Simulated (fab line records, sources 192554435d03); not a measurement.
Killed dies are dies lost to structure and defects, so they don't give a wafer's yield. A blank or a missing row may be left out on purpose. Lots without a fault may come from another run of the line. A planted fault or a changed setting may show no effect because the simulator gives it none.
A struck lot beside a sound one | flow n5_finfet | 19 steps out of a route of 1938
Sound: wafers L707.1, L707.3, L707.5. Struck: wafers L716.2, L716.3, L716.4. The cause comes at the end.
At each step with rows: each side's tool, then ch and its chambers, then its first start. Under that, the readings that differ: sound wafers | struck wafers | difference of the means | sigmas: that difference in standard deviations of wafers without a fault.
alike: readings whose means differ by less than 2 such deviations, and words and numbers that are the same on both sides. not compared: withheld readings, readings that some wafer has no value for, bounds like >300 that may hide the same value, and numbers for which the record gives no deviation and whose values overlap.
The two part at a step that has a row with sigmas, a row that says differs or no value, or rows on one side only. Numbers that don't overlap but have no deviation are shown without sigmas and don't part them. A reading that every wafer of one side lacks parts them only if that side has two wafers or more.

first, 1 step without rows for these wafers: N5_HKMG_FIN_WET_ETCH_73 (etches the open film in SC1, time 42.3 s, target depth 1.3 nm, rinse time 30 s).
N5_HKMG_FIN_ETCHBACK_68: etches the open film in Cl2/Ar, stops on HfO2, target depth 0.5 nm.
  sound on rie_metal-03 ch 1, day 6 19:01; struck on rie_metal-01 ch 0,1, day 9 02:40
  reading                | sound             | struck            | difference | sigmas
  throttle_valve_pct (%) | 20.96 20.96 20.96 | 21.44 21.14 21.43 | +0.38      | +2
  alike: bias_w, chamber_pressure_mTorr, drypump_motor_current_A, oes_product_au
  not compared: rf_hours_counter_h
then, 1 step without rows for these wafers: N5_HKMG_FIN_STRIP_69 (strips in N2/H2, time 360 s).
N5_HKMG_FIN_ALD_21: deposits TiN, target thk 1.5 nm, pulse time 1 s, purge time 3 s.
  sound on ald_metal-02 ch 0,3, day 6 19:32; struck on ald_metal-04 ch 0,1,2, day 9 03:14
  alike: heater_power_w, precursor_pulse_height_rel
then, 4 steps without rows for these wafers: N5_HKMG_FIN_ALD_72 (deposits W, target thk 2 nm, pulse time 1 s, purge time 2 s); N5_HKMG_FIN_W_FILL_22 (material W, target thk 60 nm, time 18.2 s); N5_HKMG_FIN_PRECLEAN_83 (cleans in DIW, time 57.5 s); N5_HKMG_FIN_SRD_84 (dry time 32 s).
N5_HKMG_FIN_CMP_23: polishes, stops on SiNx, t overpolish 10 s, target thk 46.326 nm.
  sound on cmp-04 ch 0,3, day 6 20:05; struck on cmp-02 ch 1,2,3, day 9 03:46
  alike: head_pressure_psi, motor_current_A, overpolish_run_s, time_to_endpoint_s
  not compared: pad_life_wafers
then, 1 step without rows for these wafers: N5_HKMG_FIN_CMP_94 (polishes, stops on SiNx, t overpolish 4.7 s, target thk 43.299 nm).
N5_HKMG_FIN_INSPECT_28: inspects for defects (darkfield).
  sound on defect_inspect-02, day 6 20:47; struck on defect_inspect-01, day 9 04:29
  alike: raw_defect_count
N5_GATE_CUT_ETCHBACK_00: etches W in SF6/Cl2.
  sound on rie_metal-03 ch 0,1, day 6 20:49; struck on rie_metal-03 ch 1, day 9 04:37
  no value came back on the struck wafers for any of 5 readings (SF6_flow_sccm (sccm), bias_w (W) and others); on the sound wafers SF6_flow_sccm (sccm) reads 40.04 40.06 39.97
  reading                              | sound        | struck       | difference | sigmas
  model.SiNx_of_SDB_ALD_29.thk_nm (nm) | 27 27.2 27.2 | 28.2 28 28.4 | +1.1       |
  not compared: rf_hours_counter_h
N5_GATE_CUT_ETCH_56: etches TiN in Cl2/Ar, target depth 21.6 nm.
  sound on rie_metal-03 ch 0,1, day 6 20:56; struck on rie_metal-03 ch 1, day 9 04:51
  alike: drypump_motor_current_A, oes_product_au, throttle_valve_pct
  not compared: rf_hours_counter_h
N5_GATE_CUT_ETCHBACK_30: etches TiN in Cl2/Ar, target depth 3 nm.
  sound on rie_metal-03 ch 0,1, day 6 21:02; struck on rie_metal-03 ch 1, day 9 05:01
  alike: bias_w, chamber_pressure_mTorr, drypump_motor_current_A, oes_product_au, throttle_valve_pct
  not compared: rf_hours_counter_h
then, 1 step without rows for these wafers: N5_GATE_CUT_VAPOR_ETCH_60 (etches HfO2 in BCl3/Cl2).
N5_GATE_CUT_ETCH_58: etches SiNx in CH3F/O2, target depth 17 nm, time 128.6 s.
  sound on rie_diel-01 ch 0,1, day 6 21:07; struck on rie_diel-03 ch 0,1,3, day 9 05:08
  reading                              | sound          | struck         | difference | sigmas
  model.SiNx_of_SDB_ALD_29.thk_nm (nm) | 24.4 24.8 24.8 | 25.4 25.2 25.8 | +0.8       |
  alike: CH3F_flow_sccm, drypump_motor_current_A, oes_product_au, rf_vpp_V, showerhead_plenum_p_Torr, throttle_valve_pct
  not compared: rf_hours_counter_h
then, 1 step without rows for these wafers: N5_GATE_CUT_STRIP_59 (strips in N2/H2, time 20 s).
N5_BEOL_M4_RC_MEAS_101:
  the record has rows for the sound wafers here (prober-02 ch 0, day 10 22:46) and none for the struck ones
-- the record jumps here: 10 days lie between the struck wafers' starts before and after (it left off in module BEOL_M4 and takes up again in module PASSIVATION, whose first step shown is number 1936 of the route) --
N5_PASSIVATION_PROBE_49:
  sound on prober-02, day 15 11:01; struck on prober-01, day 18 17:20
  reading                  | sound | struck         | difference | sigmas
  defect_limited_yield (%) | 93.5  | 0 0 0          | -94        | -72
  killed_at_front_end      | 27    | 1129 1116 1112 | +1092      | +99 or more
  killed_dies              | 77    | 1180 1180 1180 | +1103      | +69
  killed_on_rim            | 10    | 152 152 152    | +142       | +36
  killed_open              | 47    | 89 72 94       | +38        | +3
  sort_bin_5_function (%)  | 3.6   | 94.9 96.4 95.7 | +92.1      | +99 or more
  sort_n_pass              | 1103  | 0 0 0          | -1103      | -69
  sort_yield_pct (%)       | 93.5  | 0 0 0          | -94        | -67
  alike: killed_at_M0_to_M3, killed_at_M4_up, killed_at_contacts, killed_at_other, killed_short, sort_bin_6_memory

WHERE THEY PART
First at N5_HKMG_FIN_ETCHBACK_68; last, within this record, at N5_PASSIVATION_PROBE_49.

WHY: what the simulator had put in
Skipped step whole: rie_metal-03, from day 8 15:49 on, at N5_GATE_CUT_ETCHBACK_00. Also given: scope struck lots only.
